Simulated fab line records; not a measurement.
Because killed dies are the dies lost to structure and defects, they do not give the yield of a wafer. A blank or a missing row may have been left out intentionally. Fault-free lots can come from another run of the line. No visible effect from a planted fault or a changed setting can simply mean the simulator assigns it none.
Chamber matching | flow nand harc | cmp-04 running NHARC_P_M2_CMP_23: 4 sister chambers
The step polishes, t overpolish 20 s, target thk 144.3 nm. 8 wafers are shown with their chamber, then 7 later ones without.

WAFERS, EACH WITH ITS CHAMBER
wafer  | chamber | motor current A (A) | time to endpoint s (s)
L540.5 | 1       | 13.0                | 26.0
L545.4 | 0       | 11.8                | 22.2
L549.2 | 2       | 13.8                | 37.9
L551.1 | 3       | 12.7                | 36.4
L551.2 | 1       | 13.2                | 37.6
L551.5 | 2       | 13.4                | 37.2
L559.1 | 3       | 13.9                | 23.1
L559.2 | 0       | 11.6                | 25.9

WAFERS MISSING THEIR CHAMBER
wafer  | motor current A (A) | time to endpoint s (s)
L559.5 | 13.2                | 27.4
L560.3 | 12.5                | 24.5
L560.4 | 13.1                | 27.2
L560.6 | 12.7                | 24.0
L561.1 | 13.2                | 22.0
L561.2 | 13.2                | 24.8
L561.6 | 11.4                | 27.9

WHICH CHAMBER EACH WENT THROUGH
wafer  | from the rows above               | in truth
L559.5 | can't be placed: 3 or 1 or 2      | 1
L560.3 | can't be placed: 1 or 0 or 3 or 2 | 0
L560.4 | can't be placed: 3 or 1 or 2      | 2
L560.6 | can't be placed: 1 or 3 or 0 or 2 | 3
L561.1 | can't be placed: 3 or 1 or 2      | 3
L561.2 | can't be placed: 3 or 1 or 2      | 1
L561.6 | 0                                 | 0
Placed correctly: 1 of 7. Unplaceable from these rows: 6, with the true chamber sitting among the candidates in 6. Wrongly placed: 0.
How it was worked out, from the rows above alone: a wafer's distance from a chamber is the root of the sum, over the readings, of the square of ((its reading less the chamber's mean) divided by the reading's scatter). The wafer belongs to the nearest chamber; if the next one is less than 2 further off, it can't be placed. The mean given for a chamber averages the wafers shown for that chamber. How the scatter is found: for the shown wafers, subtract from each reading the mean of its chamber, square and add these, divide the total by (wafers less chambers), then take the root.
